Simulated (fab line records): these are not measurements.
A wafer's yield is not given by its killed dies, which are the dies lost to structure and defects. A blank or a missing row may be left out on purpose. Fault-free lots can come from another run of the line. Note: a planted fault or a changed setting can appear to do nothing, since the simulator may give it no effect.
What tool caused it?    flow n5 finfet    10 lots with 27 wafers sampled at 5 steps, on a route of 1938 steps

WHAT THE GAUGES READ, wafer by wafer
N5_BEOL_M4_RC_MEAS_101. Usual: DIBL_N 35.9 mV/V, standard deviation 1.6; DIBL_P 35.6 mV/V, standard deviation 2.1; IOFF_N 0.149 nA/um, standard deviation 0.029; IOFF_P 0.20 nA/um, standard deviation 0.033; ION_N 671 uA/um, standard deviation 11; ION_P 460 uA/um, standard deviation 7.3; SS_N 71.4 mV/dec, standard deviation 0.62; SS_P 73.2 mV/dec, standard deviation 0.65; VT_N 251 mV, standard deviation 3.1; VT_P -251 mV, standard deviation 3.4.
lot   measured      on         DIBL_N (mV/V)   DIBL_P (mV/V)   IOFF_N (nA/um)     IOFF_P (nA/um)  ION_N (uA/um)  ION_P (uA/um)  SS_N (mV/dec)   SS_P (mV/dec)   VT_N (mV)    VT_P (mV)       flag
L530  day 7 22:20   prober-01  36.1 36.0 34.9  35.7 36.3 33.9  0.154 0.150 0.130  0.20 0.22 0.18  668 666 672    459 460 459    71.1 71.1 70.7  73.1 73.1 73.0  253 252 253  -249 -248 -252  
L532  day 8 14:39   prober-02  35.5 34.7       36.8 35.0       0.138 0.136        0.18 0.16       668 668        454 452        71.2 71.5       73.5 72.3       251 253      -256 -256       
L533  day 9 00:58   prober-02  34.9 32.3 33.7  35.5 33.0 34.1  0.133 0.114 0.122  0.19 0.16 0.18  665 669 667    451 456 464    71.9 70.5 70.7  72.9 73.0 72.4  252 254 252  -251 -253 -254  
L534  day 9 07:43   prober-02  35.4 34.4 36.6  33.4 31.4 34.7  0.133 0.114 0.152  0.18 0.15 0.19  668 664 677    459 456 459    70.8 71.0 71.3  72.8 72.5 73.8  251 254 250  -251 -254 -251  
L536  day 9 13:25   prober-02  38.3 35.9 35.0  37.6 34.8 33.7  0.182 0.149 0.126  0.26 0.22 0.19  680 675 663    468 471 461    72.3 71.2 70.9  73.0 72.7 72.9  247 250 252  -248 -245 -251  
L537  day 9 17:02   prober-01  36.0 36.4 36.3  38.9 37.9 38.7  0.162 0.158 0.175  0.24 0.22 0.24  676 681 704    477 468 480    70.3 71.3 71.8  73.6 73.6 73.8  250 248 248  -247 -248 -245  
L538  day 10 06:55  prober-01  32.7 35.6       32.2 35.6       0.106 0.159        0.16 0.21       651 677        456 472        70.9 70.7       72.7 73.2       256 247      -254 -247       
L542  day 11 07:04  prober-01  35.1 34.1       33.3 32.3       0.135 0.118        0.19 0.18       662 664        461 455        71.3 70.7       73.0 72.6       253 254      -251 -251       
L545  day 11 17:46  prober-02  36.0 37.8 35.8  33.6 36.3 34.2  0.126 0.148 0.125  0.16 0.20 0.17  662 673 663    457 454 459    71.7 71.1 71.1  72.8 73.7 73.1  252 251 254  -255 -251 -252  
L547  day 12 13:02  prober-02  35.2 36.1 35.1  34.7 35.8 34.6  0.118 0.131 0.127  0.16 0.18 0.16  661 667 680    454 457 464    71.2 71.2 70.7  73.4 73.6 73.3  254 255 251  -257 -252 -255  

WHICH TOOL RAN EACH LOT (tool, then ch and the chambers of the sampled wafers, then the start)
lot   N5_BEOL_M2_PRE_CLEAN_60          N5_BEOL_M3_DESCUM_16                N5_BEOL_M3_COAT_68                 N5_BEOL_M3_DESCUM_33
L530  cvd co-01 ch 0,1,2, day 7 02:14  rie diel-03 ch 1,2, day 7 03:51     litho track-05 ch 0, day 7 04:20   rie diel-03 ch 0,2,3, day 7 04:44
L532  cvd co-02 ch 0,2, day 7 17:38    rie diel-01 ch 2,3, day 7 18:47     litho track-05 ch 0, day 7 19:15   rie diel-03 ch 0,3, day 7 19:47
L533  cvd co-02 ch 0,1, day 8 03:49    rie diel-03 ch 0,1,2, day 8 08:06   litho track-05 ch 0, day 8 08:34   rie diel-04 ch 0,3, day 8 09:06
L534  cvd co-02 ch 0,1, day 8 12:04    rie diel-01 ch 1,2, day 8 14:37     litho track-02 ch 0, day 8 15:10   rie diel-01 ch 1,3, day 8 15:35
L536  cvd co-02 ch 0,2, day 8 14:29    rie diel-04 ch 0,1,2, day 8 16:12   litho track-05 ch 0, day 8 16:40   rie diel-04 ch 1,2, day 8 17:04
L537  cvd co-01 ch 0,1,2, day 8 23:53  rie diel-01 ch 1,2,3, day 9 01:17   litho track-03 ch 0, day 9 01:46   rie diel-04 ch 0,1,2, day 9 02:10
L538  cvd co-02 ch 0,2, day 9 04:18    rie diel-01 ch 2,3, day 9 06:17     litho track-02 ch 0, day 9 06:45   rie diel-04 ch 2,3, day 9 07:23
L542  cvd co-02 ch 0,2, day 10 07:37   rie diel-01 ch 1,3, day 10 09:14    litho track-05 ch 0, day 10 09:47  rie diel-03 ch 0,3, day 10 10:19
L545  cvd co-01 ch 1,2, day 10 20:41   rie diel-03 ch 0,1,3, day 10 21:55  litho track-05 ch 0, day 10 22:23  rie diel-04 ch 0,1,2, day 10 22:47
L547  cvd co-01 ch 0,1, day 11 14:13   rie diel-03 ch 0,1,3, day 11 17:15  litho track-05 ch 0, day 11 17:52  rie diel-03 ch 1,2,3, day 11 18:23
- N5_BEOL_M2_PRE_CLEAN_60: time 15 s.
- N5_BEOL_M3_DESCUM_16: chemistry O2, time 7 s.
- N5_BEOL_M3_COAT_68: time 60 s, resist thk 12 nm.
- N5_BEOL_M3_DESCUM_33: chemistry O2, time 7 s.

AS READ BY THE TOOLS THEMSELVES (means over the sampled wafers that have a number; for cases with no such wafer, the mark the record gives instead)
N5_BEOL_M2_PRE_CLEAN_60. Usual: 87 W for heater power w, sd 17.
lot   tool       heater power w (W)  flag
L530  cvd co-01  86                  
L532  cvd co-02  81                  
L533  cvd co-02  95                  
L534  cvd co-02  98                  
L536  cvd co-02  76                  
L537  cvd co-01  88                  
L538  cvd co-02  82                  
L542  cvd co-02  82                  
L545  cvd co-01  101                 
L547  cvd co-01  80                  

N5_BEOL_M3_DESCUM_16. Usual: drypump motor current A 5.7 A, standard deviation 0.38; oes product au 0.75 a.u., standard deviation 0.076; rf vpp V 243.0 V, standard deviation 1.4; showerhead plenum p Torr 2.10 Torr, standard deviation 0.064; throttle valve pct 20.58 %, standard deviation 0.29.
lot   tool         drypump motor current A (A)  oes product au (a.u.)  rf vpp V (V)  showerhead plenum p Torr (Torr)  throttle valve pct (%)  flag
L530  rie diel-03  5.6                          0.75                   241.7         2.04                             20.70                   
L532  rie diel-01  6.0                          0.73                   243.1         2.06                             20.56                   
L533  rie diel-03  5.6                          0.73                   242.1         2.10                             20.71                   
L534  rie diel-01  6.1                          0.83                   243.8         2.11                             20.19                   
L536  rie diel-04  5.5                          0.81                   241.6         2.07                             20.34                   
L537  rie diel-01  6.0                          0.78                   242.8         2.08                             20.38                   
L538  rie diel-01  6.0                          0.72                   242.3         2.06                             20.59                   
L542  rie diel-01  5.9                          0.79                   242.5         2.06                             20.23                   
L545  rie diel-03  5.6                          0.73                   243.7         2.15                             20.73                   
L547  rie diel-03  5.5                          0.73                   243.7         2.15                             20.74                   

N5_BEOL_M3_COAT_68. Usual: heater power total W 427.5 W, standard deviation 2.1; resist line temp C 23.00 C, standard deviation 0.1; spin speed rpm 1500.0 rpm, standard deviation 1.1.
lot   tool            heater power total W (W)  resist line temp C (C)  spin speed rpm (rpm)  flag
L530  litho track-05  426.0                     23.04                   1499.8                
L532  litho track-05  430.0                     22.95                   1499.4                
L533  litho track-05  424.4                     22.99                   1498.1                
L534  litho track-02  427.3                     23.05                   1500.0                
L536  litho track-05  427.9                     22.82                   1499.3                
L537  litho track-03  427.3                     23.01                   1499.1                
L538  litho track-02  427.3                     22.96                   1500.7                
L542  litho track-05  427.4                     23.14                   1498.5                
L545  litho track-05  428.7                     23.04                   1425.9                OFF
L547  litho track-05  427.7                     23.07                   1425.3                OFF

N5_BEOL_M3_DESCUM_33. Usual: drypump motor current A 5.6 A, standard deviation 0.42; oes product au 0.76 a.u., standard deviation 0.089; rf vpp V 243.1 V, standard deviation 1.4; showerhead plenum p Torr 2.10 Torr, standard deviation 0.069; throttle valve pct 20.60 %, standard deviation 0.27.
lot   tool         drypump motor current A (A)  oes product au (a.u.)  rf vpp V (V)  showerhead plenum p Torr (Torr)  throttle valve pct (%)  flag
L530  rie diel-03  5.5                          0.75                   243.7         2.13                             20.69                   
L532  rie diel-03  5.5                          0.74                   244.5         2.19                             20.69                   
L533  rie diel-04  5.1                          0.70                   242.5         2.03                             20.79                   
L534  rie diel-01  5.9                          0.83                   243.0         2.08                             20.12                   
L536  rie diel-04  5.8                          0.82                   244.7         2.13                             20.18                   
L537  rie diel-04  5.5                          0.79                   243.2         2.07                             20.36                   
L538  rie diel-04  5.8                          0.71                   243.4         2.12                             20.58                   
L542  rie diel-03  5.5                          0.72                   244.8         2.18                             20.73                   
L545  rie diel-04  5.5                          0.77                   241.8         2.07                             20.38                   
L547  rie diel-03  5.5                          0.72                   242.4         2.09                             20.75                   

THE ANSWER, worked out from the rows above alone
Rule: a lot is off if the mean of its wafers that have a number lies more than 3 standard deviations from the usual mean. Also off: a lot with no number at a reading for which 4 or more lots have one. All remaining lots with rows at the step are treated as sound. Order of review: gauges by route order, followed by the tools' own readings, for which a lot's mean as printed above is used. At the first step where some lot is off, the reading lying furthest off is the one used; lots without a number count as furthest.
Off: L545, L547, at N5_BEOL_M3_COAT_68 (spin speed rpm).
If a tool, at that step or one of the process steps before it, ran each lot that is off and ran no sound lot following the first of them, it fits. Can't be told from this: 3 tools fit, cvd co-01 at N5_BEOL_M2_PRE_CLEAN_60, rie diel-03 at N5_BEOL_M3_DESCUM_16, litho track-05 at N5_BEOL_M3_COAT_68.

WHAT THE SIMULATOR PUT IN
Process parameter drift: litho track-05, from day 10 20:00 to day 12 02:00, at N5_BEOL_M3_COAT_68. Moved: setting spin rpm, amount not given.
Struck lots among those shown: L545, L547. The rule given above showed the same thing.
